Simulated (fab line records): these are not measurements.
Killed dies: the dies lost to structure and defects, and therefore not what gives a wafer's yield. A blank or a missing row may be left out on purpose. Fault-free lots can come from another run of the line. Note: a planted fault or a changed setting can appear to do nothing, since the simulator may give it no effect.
fab line records | flow n5-finfet
[record] lots = 7 | wafers = 21
route steps=1938 shown SD_EPI_P@296 SD_ACTIVATION@330 SDB@353 HKMG_FIN@401 MOL_CONTACT_COAG@517
start-h: start of the lot's first displayed wafer, in hours after the record's first day | wait-h: time in hours since the lot's previous step | " repeats the value in the row above | L1.1+2: one row covering several wafers at once | - value missing, or start not given | * or withheld: withheld | < > ~ a bound
route shown NAME@n: names a module that has steps shown in the file, with the first one's number in the route | usual: the fault-free wafers' mean and standard deviation | same: alike in all rows | chamber/n: place in a boat | sites: each site's reading | _std_site: standard deviation of those values | _edge_site: the outer-site mean with the inner-site mean subtracted | radius-mm: for every site, how far away it sits from the centre of the wafer | mask NAME#n: copy n | behind: the tool/chamber that last shaped the wafer | hold: reason for holding the lot/hours on hold/outcome of the hold | device: which transistor (n, p or np) failed to switch | end of line: at the end of the route, the tests of the same wafers | where a step has no rows: the recipe by itself | killed: dies lost to structure and defects at the first sort, not the wafer's yield | map: dies across one wafer; x = killed, . = not, _ = none there
set.NAME: setting as actually run; set.NAME@STEP: the setting as run at that earlier step | model.NAME: the simulator's own value behind a step, which no gauge read
lots where settings were altered on purpose, with a table for each step and a row for each wafer
[[steps]]
[step N5_SD_EPI_P_COAT_35]
[recipe] resist = SiARC | temp-c = 220 | time-s = 60 | spin-rpm = 1500 | resist-thk-nm = 35
lot.wafer  | tool           | chamber | start-h | wait-h | set.spin-rpm | model.SiARC_of_SD_EPI_P_COAT_35.thk-nm
L075.2+6   | litho-track-01 | 0       | -       | -      | 1629         | 33.4
L075.5     | "              | 0       | "       | "      | 1500         | 34.8
L081.2+3+6 | litho-track-04 | 0       | -       | -      | 1500         | 35
L083.1     | litho-track-04 | 0       | -       | -      | 1500         | 35
L083.4+5   | "              | 0       | "       | "      | 1623         | 33.6
L085.2+6   | litho-track-04 | 0       | -       | -      | 1500         | 35
L085.5     | "              | 0       | "       | "      | 1500         | 35.2
L087.3     | litho-track-03 | 0       | -       | -      | 1500         | 35.2
L087.5+6   | "              | 0       | "       | "      | 1552         | 34.6
L094.3+5   | litho-track-04 | 0       | -       | -      | 1357         | 36.6
L094.6     | "              | 0       | "       | "      | 1500         | 35
L095.1+4+5 | litho-track-01 | 0       | -       | -      | 1500         | 35
[step N5_SD_EPI_P_COAT_03]
[recipe] resist = CAR-ArF-block | spin-rpm = 1500 | resist-thk-nm = 150
[step N5_SD_EPI_P_EBR_05]
[recipe] solvent = PGMEA | ebr-width-mm = 1.5
[step N5_SD_EPI_P_DESCUM_14]
[recipe] chemistry = O2 | time-s = 7.9 | source-power-w = 50 | bias-power-w = 20 | pressure-mtorr = 20 | rf-frequency-hz = 2.712e+07 | temp-c = 40 | resist = CAR-ArF-block | o2-flow-sccm = 225
[step N5_SD_EPI_P_ETCH_36]
[recipe] chemistry = CF4 | target = SiARC | target-depth-a = 455 | mask-material = CAR-ArF-block | time-s = 75.8 | ion-energy-ev = 80 | pressure-mtorr = 40 | source-w = 545 | bias-w = 36 | Ar_flow_sccm = 100 | cf4-flow-sccm = 100 | ends = cleared
[usual] etch-rf-on-time-s = 75.9/1.1
lot.wafer | tool        | chamber | start-h | wait-h | set.spin-rpm@SD_EPI_P_COAT_35 | etch-rf-on-time-s | model.etch.depth-nm | model.CAR-ArF-block_of_SD_EPI_P_COAT_03.thk-nm
L075.2    | rie-diel-04 | 0       | 58.08   | 0.0    | 1629                          | 73.1              | 33.47               | 112.6
L075.5    | "           | 2       | "       | "      | 1500                          | 76.4              | 34.87               | 111.4
L075.6    | "           | 3       | "       | "      | 1629                          | 71.5              | 33.49               | 112.2
L081.2    | rie-diel-04 | 0       | 99.86   | 0.0    | 1500                          | 76.0              | 35.03               | 111
L081.3    | "           | 1       | "       | "      | 1500                          | 74.3              | 34.99               | 111
L081.6    | "           | 1       | "       | "      | 1500                          | 74.7              | 35.02               | 111.2
L083.1    | rie-diel-04 | 0       | 107.77  | 0.0    | 1500                          | 75.7              | 34.91               | 111.2
L083.4    | "           | 3       | "       | "      | 1623                          | 71.8              | 33.54               | 112.4
L083.5    | "           | 3       | "       | "      | 1623                          | 72.0              | 33.63               | 112.4
L085.2    | rie-diel-04 | 1       | 128.56  | 0.0    | 1500                          | 75.0              | 34.95               | 111.6
L085.5    | "           | 1       | "       | "      | 1500                          | 75.2              | 35.13               | 111.4
L085.6    | "           | 2       | "       | "      | 1500                          | 76.6              | 35                  | 111.6
L087.3    | rie-diel-01 | 0       | 135.27  | 0.0    | 1500                          | 77.0              | 35.19               | 110.6
L087.5    | "           | 3       | "       | "      | 1552                          | 76.9              | 34.6                | 111
L087.6    | "           | 0       | "       | "      | 1552                          | 75.6              | 34.53               | 111.6
L094.3    | rie-diel-03 | 1       | 175.32  | 0.0    | 1357                          | 80.5              | 36.66               | 109.6
L094.5    | "           | 2       | "       | "      | 1357                          | 79.8              | 36.67               | 109.6
L094.6    | "           | 1       | "       | "      | 1500                          | 76.2              | 34.98               | 111.2
L095.1    | rie-diel-01 | 2       | 179.00  | 0.0    | 1500                          | 76.2              | 34.96               | 110.2
L095.4    | "           | 3       | "       | "      | 1500                          | 78.6              | 35                  | 110
L095.5    | "           | 0       | "       | "      | 1500                          | 76.3              | 35.03               | 109.4
[step N5_SD_EPI_P_ETCH_37]
[recipe] chemistry = N2/H2 | target = SOC | overetch-a = 1080 | mask-material = SiARC | temp-c = 40 | ion-energy-ev = 100 | source-w = 3000 | bias-w = 133 | pressure-mtorr = 20 | time-s = 486 | n2-flow-sccm = 200 | h2-flow-sccm = 200 | ends = end-point
lot.wafer | tool        | chamber | start-h | wait-h | set.spin-rpm@SD_EPI_P_COAT_35 | model.SiARC_of_SD_EPI_P_COAT_35.thk-nm
L075.2+6  | rie-diel-04 | 0,3     | 58.13   | 0.0    | 1629                          | 17.8
L075.5    | "           | 2       | "       | "      | 1500                          | 19.8
L081.2    | rie-diel-04 | 0       | 99.91   | 0.0    | 1500                          | 19.8
L081.3    | "           | 1       | "       | "      | 1500                          | 19.4
L081.6    | "           | 1       | "       | "      | 1500                          | 19.6
L083.1    | rie-diel-04 | 0       | 107.83  | 0.0    | 1500                          | 19.4
L083.4    | "           | 3       | "       | "      | 1623                          | 18
L083.5    | "           | 3       | "       | "      | 1623                          | 18.2
L085.2    | rie-diel-04 | 1       | 128.62  | 0.0    | 1500                          | 19.6
L085.5    | "           | 1       | "       | "      | 1500                          | 19.8
L085.6    | "           | 2       | "       | "      | 1500                          | 20.2
L087.3    | rie-diel-01 | 0       | 135.32  | 0.0    | 1500                          | 20.4
L087.5+6  | "           | 3,0     | "       | "      | 1552                          | 19.8
L094.3+5  | rie-diel-03 | 1,2     | 175.37  | 0.0    | 1357                          | 21.6
L094.6    | "           | 1       | "       | "      | 1500                          | 20
L095.1+5  | rie-diel-01 | 2,0     | 179.06  | 0.0    | 1500                          | 20
L095.4    | "           | 3       | "       | "      | 1500                          | 20.2
[step N5_SD_EPI_P_STRIP_38]
[recipe] chemistry = N2/H2 | temp-c = 40 | n2-flow-sccm = 200 | h2-flow-sccm = 200 | rf-frequency-hz = 6e+07
[step N5_SD_EPI_P_ETCHBACK_46]
[recipe] chemistry = CH3F/O2 | mode = anisotropic-etchback | target = SiNx | target-depth-a = 175 | stop-on = SiO2 | over-etch-frac = 0.3 | ion-energy-ev = 120 | pressure-mtorr = 30 | source-w = 395 | bias-w = 73 | Ar_flow_sccm = 150 | CH3F_flow_sccm = 30 | O2_flow_sccm = 20
lot.wafer | tool        | chamber | start-h | wait-h | set.spin-rpm@SD_EPI_P_COAT_35 | model.SiARC_of_SD_EPI_P_COAT_35.thk-nm
L075.2+6  | rie-diel-04 | 0,3     | 58.46   | 0.0    | 1629                          | 13.2
L075.5    | "           | 2       | "       | "      | 1500                          | 15.4
L081.2    | rie-diel-04 | 0       | 100.24  | 0.0    | 1500                          | 15.2
L081.3    | "           | 1       | "       | "      | 1500                          | 14.8
L081.6    | "           | 1       | "       | "      | 1500                          | 15
L083.1    | rie-diel-04 | 0       | 108.15  | 0.0    | 1500                          | 14.8
L083.4    | "           | 3       | "       | "      | 1623                          | 13.4
L083.5    | "           | 3       | "       | "      | 1623                          | 13.6
L085.2    | rie-diel-04 | 1       | 128.94  | 0.0    | 1500                          | 14.8
L085.5    | "           | 1       | "       | "      | 1500                          | 15.2
L085.6    | "           | 2       | "       | "      | 1500                          | 15.6
L087.3    | rie-diel-01 | 0       | 135.65  | 0.0    | 1500                          | 16
L087.5+6  | "           | 3,0     | "       | "      | 1552                          | 15.4
L094.3    | rie-diel-03 | 1       | 175.70  | 0.0    | 1357                          | 17
L094.5    | "           | 2       | "       | "      | 1357                          | 17.2
L094.6    | "           | 1       | "       | "      | 1500                          | 15.4
L095.1+5  | rie-diel-01 | 2,0     | 179.38  | 0.0    | 1500                          | 15.6
L095.4    | "           | 3       | "       | "      | 1500                          | 15.8
[step N5_SD_EPI_P_ETCH_47]
[recipe] chemistry = CH3F/O2 | target = SiOCN | target-depth-a = 250 | mask-material = SOC | ion-energy-ev = 60 | bias-w = 29 | pressure-mtorr = 30 | source-w = 410 | Ar_flow_sccm = 150 | CH3F_flow_sccm = 30 | O2_flow_sccm = 20
[step N5_SD_EPI_P_ETCH_16]
[recipe] chemistry = CHF3/O2 | target = SiO2 | target-depth-a = 50 | mask-material = SOC | pressure-mtorr = 30 | source-w = 650 | bias-w = 170 | Ar_flow_sccm = 200 | CHF3_flow_sccm = 50 | O2_flow_sccm = 5 | ion-energy-ev = 200
lot.wafer | tool        | chamber | start-h | wait-h | set.spin-rpm@SD_EPI_P_COAT_35 | model.SiARC_of_SD_EPI_P_COAT_35.thk-nm
L075.2+6  | rie-diel-04 | 0,3     | 58.66   | 0.1    | 1629                          | 9.6
L075.5    | "           | 2       | "       | "      | 1500                          | 11.8
L081.2    | rie-diel-04 | 0       | 100.44  | 0.1    | 1500                          | 11.6
L081.3+6  | "           | 1       | "       | "      | 1500                          | 11.4
L083.1    | rie-diel-04 | 0       | 108.35  | 0.1    | 1500                          | 11.2
L083.4    | "           | 3       | "       | "      | 1623                          | 9.8
L083.5    | "           | 3       | "       | "      | 1623                          | 10
L085.2    | rie-diel-04 | 1       | 129.14  | 0.1    | 1500                          | 11.2
L085.5    | "           | 1       | "       | "      | 1500                          | 11.6
L085.6    | "           | 2       | "       | "      | 1500                          | 12.2
L087.3    | rie-diel-01 | 0       | 135.85  | 0.1    | 1500                          | 12.6
L087.5+6  | "           | 3,0     | "       | "      | 1552                          | 12
L094.3    | rie-diel-03 | 1       | 175.90  | 0.1    | 1357                          | 13.4
L094.5    | "           | 2       | "       | "      | 1357                          | 13.6
L094.6    | "           | 1       | "       | "      | 1500                          | 12
L095.1    | rie-diel-01 | 2       | 179.58  | 0.1    | 1500                          | 12
L095.4    | "           | 3       | "       | "      | 1500                          | 12.4
L095.5    | "           | 0       | "       | "      | 1500                          | 12.2
[step N5_SD_EPI_P_STRIP_50]
[recipe] chemistry = CHF3/O2 | resist = SiARC | rf-frequency-hz = 6e+07
[step N5_SD_EPI_P_SD_RECESS_17]
[recipe] chemistry = HBr/Cl2/O2 | target-depth-a = 391 | bt-time-s = 3 | pressure-mtorr = 10 | icp-w = 800 | bias-w = 112 | HBr_flow_sccm = 150 | Cl2_flow_sccm = 80 | O2_flow_sccm = 12
[step N5_SD_ACTIVATION_RTA_00]
[recipe] temp-c = 975 | time-s = 0 | ambient = N2 | idle-temp-c = 600 | ramp-up-c-per-s = 150 | ramp-down-c-per-s = 60 | cool-to-c = 600
[step N5_SD_ACTIVATION_LSA_01]
[recipe] temp-c = 1080 | time-s = 0.0008 | ambient = N2
[step N5_SD_ACTIVATION_RS_MEAS_03]
[recipe] thk-meas-gauge = four-point-probe
[usual] RS_SD_N = 21.89/0.25 | RS_SD_P = 56.1/0.93
lot.wafer | tool          | chamber | start-h | wait-h | set.time-s@SD_EPI_N_EPI_21 | RS_SD_N[ohm/sq] | RS_SD_P[ohm/sq]
L075.2    | film-metro-02 | -       | 62.22   | 0.2    | 690                        | 21.77           | 56.7
L075.5    | "             | -       | "       | "      | 613.3                      | 23.74           | 56.3
L075.6    | "             | -       | "       | "      | 613.3                      | 23.75           | 56.2
L081.2    | film-metro-02 | -       | 103.99  | 0.2    | 606                        | 23.70           | 56.6
L081.3    | "             | -       | "       | "      | 606                        | 24.09           | 55.6
L081.6    | "             | -       | "       | "      | 690                        | 22.05           | 56.1
L083.1    | film-metro-01 | -       | 112.07  | 0.2    | 690                        | 22.18           | 55.1
L083.4    | "             | -       | "       | "      | 690                        | 22.22           | 54.6
L083.5    | "             | -       | "       | "      | 690                        | 22.07           | 54.8
L085.2    | film-metro-02 | -       | 132.87  | 0.2    | 690                        | 22.00           | 56.6
L085.5    | "             | -       | "       | "      | 690                        | 22.06           | 56.7
L085.6    | "             | -       | "       | "      | 690                        | 22.21           | 55.8
L087.3    | film-metro-02 | -       | 139.58  | 0.2    | 690                        | 21.83           | 55.8
L087.5    | "             | -       | "       | "      | 690                        | 21.86           | 55.3
L087.6    | "             | -       | "       | "      | 690                        | 21.66           | 55.8
L094.3    | film-metro-02 | -       | 180.37  | 0.2    | 795.4                      | 20.02           | 55.6
L094.5    | "             | -       | "       | "      | 690                        | 21.99           | 54.5
L094.6    | "             | -       | "       | "      | 690                        | 22.21           | 55.2
L095.1    | film-metro-02 | -       | 183.14  | 0.2    | 625.9                      | 23.33           | 56.7
L095.4    | "             | -       | "       | "      | 690                        | 21.64           | 54.8
L095.5    | "             | -       | "       | "      | 690                        | 22.02           | 56.2
[step N5_SDB_EXPOSE_08]
[recipe] mask-id = SDB | na = 1.35 | source-shape = conventional | sigma-outer = 0.5 | polarization = unpolarized | dose-mj = 49.6
lot.wafer  | tool            | chamber | start-h | wait-h | mask  | set.dose-mj
L075.2+5+6 | arfi-scanner-02 | 0       | 69.02   | -      | SDB#0 | 49.6
L081.2+3+6 | arfi-scanner-01 | 0       | 110.93  | -      | SDB#0 | 49.6
L083.1+5   | arfi-scanner-02 | 0       | 119.30  | -      | SDB#0 | 49.6
L083.4     | "               | 0       | "       | "      | SDB#0 | 52.33
L085.2+5+6 | arfi-scanner-01 | 0       | 140.39  | -      | SDB#0 | 49.6
L087.3+6   | arfi-scanner-01 | 0       | 146.43  | -      | SDB#0 | 49.6
L087.5     | "               | 0       | "       | "      | SDB#0 | 46
L094.3+5   | arfi-scanner-01 | 0       | 187.84  | -      | SDB#0 | 52.63
L094.6     | "               | 0       | "       | "      | SDB#0 | 49.6
L095.1+4+5 | arfi-scanner-01 | 0       | 191.57  | -      | SDB#0 | 49.6
[step N5_SDB_PEB_09]
[recipe] peb-temp-c = withheld | peb-time-s = 60 | resist = CAR-ArF
[step N5_SDB_DEVELOP_10]
[recipe] develop-time-s = 30 | developer = TMAH | resist = CAR-ArF | rinse-liquid = diw | dry = air-spin | dev-temp-c = 23
[step N5_SDB_CD_MEAS_11]
[recipe] target-cd-nm = 50 | landing-energy-ev = 500 | detector = se-inlens | polarity = opening
[usual] cd-nm = 49.6/1.1
lot.wafer | tool      | chamber | start-h | wait-h | set.dose-mj@SDB_EXPOSE_08 | cd-nm
L075.2    | cd-sem-01 | 0       | 69.15   | -      | 49.6                      | 51.8
L075.5    | "         | 0       | "       | "      | 49.6                      | 51.7
L075.6    | "         | 0       | "       | "      | 49.6                      | 51.6
L081.2    | cd-sem-03 | 0       | 111.05  | -      | 49.6                      | 51.2
L081.3    | "         | 0       | "       | "      | 49.6                      | 49.4
L081.6    | "         | 0       | "       | "      | 49.6                      | 48.7
L083.1    | cd-sem-01 | 0       | 119.43  | -      | 49.6                      | 49.5
L083.4    | "         | 0       | "       | "      | 52.33                     | 55.6
L083.5    | "         | 0       | "       | "      | 49.6                      | 48.7
L085.2    | cd-sem-02 | 0       | 140.51  | -      | 49.6                      | 50.8
L085.5    | "         | 0       | "       | "      | 49.6                      | 49.6
L085.6    | "         | 0       | "       | "      | 49.6                      | 48.7
L087.3    | cd-sem-01 | 0       | 146.55  | -      | 49.6                      | 51.4
L087.5    | "         | 0       | "       | "      | 46                        | 42.4
L087.6    | "         | 0       | "       | "      | 49.6                      | 50.1
L094.3    | cd-sem-01 | 0       | 187.96  | -      | 52.63                     | 53.9
L094.5    | "         | 0       | "       | "      | 52.63                     | 55.0
L094.6    | "         | 0       | "       | "      | 49.6                      | 48.3
L095.1    | cd-sem-02 | 0       | 191.70  | -      | 49.6                      | 48.9
L095.4    | "         | 0       | "       | "      | 49.6                      | 51.2
L095.5    | "         | 0       | "       | "      | 49.6                      | 49.0
[step N5_SDB_DESCUM_16]
[recipe] chemistry = O2 | time-s = 7.9 | source-power-w = 50 | bias-power-w = 20 | pressure-mtorr = 20 | rf-frequency-hz = 2.712e+07 | temp-c = 40 | resist = CAR-ArF | o2-flow-sccm = 225
[step N5_SDB_ETCH_17]
[recipe] chemistry = CF4 | target = SiARC | target-depth-a = 234 | mask-material = CAR-ArF | time-s = 39 | ion-energy-ev = 80 | pressure-mtorr = 40 | source-w = 545 | bias-w = 36 | Ar_flow_sccm = 100 | cf4-flow-sccm = 100 | ends = cleared
lot.wafer  | tool        | chamber | start-h | wait-h | set.dose-mj@SDB_EXPOSE_08 | model.SDB.cd-offset-nm
L075.2+5+6 | rie-diel-02 | 0,1,0   | 69.27   | 0.0    | 49.6                      | 1.8
L081.2     | rie-diel-02 | 3       | 111.27  | 0.0    | 49.6                      | 1.2
L081.3+6   | "           | 2,1     | "       | "      | 49.6                      | -1
L083.1     | rie-diel-05 | 3       | 119.55  | 0.0    | 49.6                      | -0.2
L083.4     | "           | 2       | "       | "      | 52.33                     | 5.4
L083.5     | "           | 2       | "       | "      | 49.6                      | -1.6
L085.2     | rie-diel-02 | 1       | 140.63  | 0.0    | 49.6                      | 0.4
L085.5     | "           | 0       | "       | "      | 49.6                      | -0.2
L085.6     | "           | 3       | "       | "      | 49.6                      | -1.2
L087.3     | rie-diel-02 | 3       | 146.95  | 0.0    | 49.6                      | 1.4
L087.5     | "           | 0       | "       | "      | 46                        | -7.4
L087.6     | "           | 1       | "       | "      | 49.6                      | 0
L094.3     | rie-diel-05 | 3       | 188.08  | 0.0    | 52.63                     | 3.8
L094.5     | "           | 3       | "       | "      | 52.63                     | 5.4
L094.6     | "           | 2       | "       | "      | 49.6                      | -2.2
L095.1+5   | rie-diel-06 | 3,2     | 191.98  | 0.0    | 49.6                      | -1.2
L095.4     | "           | 0       | "       | "      | 49.6                      | 1
[step N5_HKMG_FIN_DESCUM_53]
[recipe] chemistry = O2 | time-s = 7.9 | source-power-w = 50 | bias-power-w = 20 | pressure-mtorr = 20 | rf-frequency-hz = 2.712e+07 | temp-c = 40 | resist = CAR-ArF | o2-flow-sccm = 225
lot.wafer | tool        | chamber | start-h | wait-h | set.time-s | model.CAR-ArF_of_HKMG_FIN_COAT_43.thk-nm
L075.2    | rie-diel-02 | 3       | 75.24   | 0.1    | 7.9        | 83.2
L075.5    | "           | 2       | "       | "      | 7.9        | 83.6
L075.6    | "           | 3       | "       | "      | 6.605      | 84.2
L081.2    | rie-diel-05 | 2       | 116.88  | 0.0    | 7.9        | 83.2
L081.3    | "           | 3       | "       | "      | 7.9        | 83.4
L081.6    | "           | 1       | "       | "      | 7.9        | 83.6
L083.1    | rie-diel-05 | 3       | 125.06  | 0.0    | 7.9        | 84
L083.4    | "           | 0       | "       | "      | 7.9        | 83.6
L083.5    | "           | 2       | "       | "      | 8.488      | 83.6
L085.2    | rie-diel-06 | 2       | 146.25  | 0.0    | 7.9        | 83.4
L085.5+6  | "           | 2,3     | "       | "      | 7.9        | 83.6
L087.3+6  | rie-diel-05 | 2,1     | 153.26  | 0.0    | 7.9        | 83.8
L087.5    | "           | 2       | "       | "      | 7.9        | 83.6
L094.3    | rie-diel-06 | 1       | 195.78  | 0.6    | 7.9        | 83.2
L094.5+6  | "           | 2,3     | "       | "      | 8.783      | 82.6
L095.1    | rie-diel-05 | 0       | 198.35  | 0.3    | 9.065      | 82
L095.4    | "           | 2       | "       | "      | 7.9        | 83.2
L095.5    | "           | 3       | "       | "      | 9.065      | 82.2
[step N5_HKMG_FIN_ETCH_54]
[recipe] chemistry = CF4 | target = SiARC | target-depth-a = 455 | mask-material = CAR-ArF | time-s = 75.8 | ion-energy-ev = 80 | pressure-mtorr = 40 | source-w = 545 | bias-w = 36 | Ar_flow_sccm = 100 | cf4-flow-sccm = 100 | ends = cleared
lot.wafer | tool        | chamber | start-h | wait-h | set.time-s@HKMG_FIN_DESCUM_53 | model.CAR-ArF_of_HKMG_FIN_COAT_43.thk-nm
L075.2    | rie-diel-02 | 3       | 75.28   | 0.0    | 7.9                           | 50.6
L075.5    | "           | 2       | "       | "      | 7.9                           | 51
L075.6    | "           | 3       | "       | "      | 6.605                         | 51.8
L081.2    | rie-diel-05 | 2       | 116.92  | 0.0    | 7.9                           | 50.6
L081.3+6  | "           | 3,1     | "       | "      | 7.9                           | 50.8
L083.1    | rie-diel-05 | 3       | 125.09  | 0.0    | 7.9                           | 51.2
L083.4    | "           | 0       | "       | "      | 7.9                           | 51
L083.5    | "           | 2       | "       | "      | 8.488                         | 51
L085.2    | rie-diel-06 | 2       | 146.28  | 0.0    | 7.9                           | 50.8
L085.5+6  | "           | 2,3     | "       | "      | 7.9                           | 51.2
L087.3    | rie-diel-05 | 2       | 153.29  | 0.0    | 7.9                           | 51.4
L087.5    | "           | 2       | "       | "      | 7.9                           | 51
L087.6    | "           | 1       | "       | "      | 7.9                           | 51.2
L094.3    | rie-diel-06 | 1       | 195.82  | 0.0    | 7.9                           | 50.8
L094.5+6  | "           | 2,3     | "       | "      | 8.783                         | 50.2
L095.1    | rie-diel-05 | 0       | 198.39  | 0.0    | 9.065                         | 49.4
L095.4    | "           | 2       | "       | "      | 7.9                           | 50.6
L095.5    | "           | 3       | "       | "      | 9.065                         | 49.6
[step N5_MOL_CONTACT_COAG_COAT_103]
[recipe] resist = SOC | temp-c = 250 | time-s = 60 | spin-rpm = 1500 | resist-thk-nm = 80
lot.wafer | tool           | chamber | start-h | wait-h | set.spin-rpm | model.SOC_of_MOL_CONTACT_COAG_COAT_103.thk-nm
L075.2    | litho-track-02 | 0       | 90.73   | 0.0    | 1500         | 80
L075.5+6  | "              | 0       | "       | "      | 1558         | 78.2
L081.2    | litho-track-05 | 0       | 132.18  | 0.0    | 1558         | 78.4
L081.3    | "              | 0       | "       | "      | 1500         | 80
L081.6    | "              | 0       | "       | "      | 1558         | 78
L083.1    | litho-track-02 | 0       | 141.38  | 0.0    | 1554         | 78.6
L083.4    | "              | 0       | "       | "      | 1500         | 79.8
L083.5    | "              | 0       | "       | "      | 1500         | 80
L085.2    | litho-track-03 | 0       | 161.68  | 0.0    | 1500         | 79.8
L085.5    | "              | 0       | "       | "      | 1500         | 80
L085.6    | "              | 0       | "       | "      | 1500         | 79.6
L087.3    | litho-track-03 | 0       | 168.35  | 0.0    | 1500         | 80.4
L087.5+6  | "              | 0       | "       | "      | 1500         | 80.2
L094.3    | litho-track-02 | 0       | 210.71  | 0.0    | 1500         | 80
L094.5    | "              | 0       | "       | "      | 1380         | 83.2
L094.6    | "              | 0       | "       | "      | 1500         | 80.2
L095.1    | litho-track-02 | 0       | 213.38  | 0.0    | 1500         | 79.8
L095.4+5  | "              | 0       | "       | "      | 1500         | 80
[[key]]
[split] step = N5_SD_EPI_P_COAT_35 | setting = spin-rpm | stated = 1500 | by = wafer
[response] step = N5_SD_EPI_P_COAT_35 | reading = model.SiARC_of_SD_EPI_P_COAT_35.thk-nm | change = -0.167 | per = 1% | r = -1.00
[response] step = N5_SD_EPI_P_ETCH_36 | reading = etch-rf-on-time-s | change = * | per = 1% | r = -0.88
[response] step = N5_SD_EPI_P_ETCH_36 | reading = model.etch.depth-nm | change = -0.168 | per = 1% | r = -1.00
[response] step = N5_SD_EPI_P_ETCH_36 | reading = model.CAR-ArF-block_of_SD_EPI_P_COAT_03.thk-nm | change = +0.148 | per = 1% | r = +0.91
[response] step = N5_SD_EPI_P_ETCH_37 | reading = model.SiARC_of_SD_EPI_P_COAT_35.thk-nm | change = -0.185 | per = 1% | r = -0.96
[response] step = N5_SD_EPI_P_ETCHBACK_46 | reading = model.SiARC_of_SD_EPI_P_COAT_35.thk-nm | change = -0.196 | per = 1% | r = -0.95
[response] step = N5_SD_EPI_P_ETCH_16 | reading = model.SiARC_of_SD_EPI_P_COAT_35.thk-nm | change = -0.188 | per = 1% | r = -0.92
[split] step = N5_SDB_EXPOSE_08 | setting = dose-mj | stated = 49.6 | by = wafer
[response] step = N5_SDB_CD_MEAS_11 | reading = cd-nm | change = +1.12 | per = 1% | r = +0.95
[response] step = N5_SDB_ETCH_17 | reading = model.SDB.cd-offset-nm | change = +1.12 | per = 1% | r = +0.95
[split] step = N5_HKMG_FIN_DESCUM_53 | setting = time-s | stated = 7.9 | by = wafer
[response] step = N5_HKMG_FIN_DESCUM_53 | reading = model.CAR-ArF_of_HKMG_FIN_COAT_43.thk-nm | change = -0.0563 | per = 1% | r = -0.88
[response] step = N5_HKMG_FIN_ETCH_54 | reading = model.CAR-ArF_of_HKMG_FIN_COAT_43.thk-nm | change = -0.0601 | per = 1% | r = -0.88
[split] step = N5_MOL_CONTACT_COAG_COAT_103 | setting = spin-rpm | stated = 1500 | by = wafer
[response] step = N5_MOL_CONTACT_COAG_COAT_103 | reading = model.SOC_of_MOL_CONTACT_COAG_COAT_103.thk-nm | change = -0.406 | per = 1% | r = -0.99
split outside-this-file step=N5_SD_EPI_N_EPI_21 setting=time-s
// split outside-this-file: this setting was split too, and the file shows its column; the key of that split is in another file
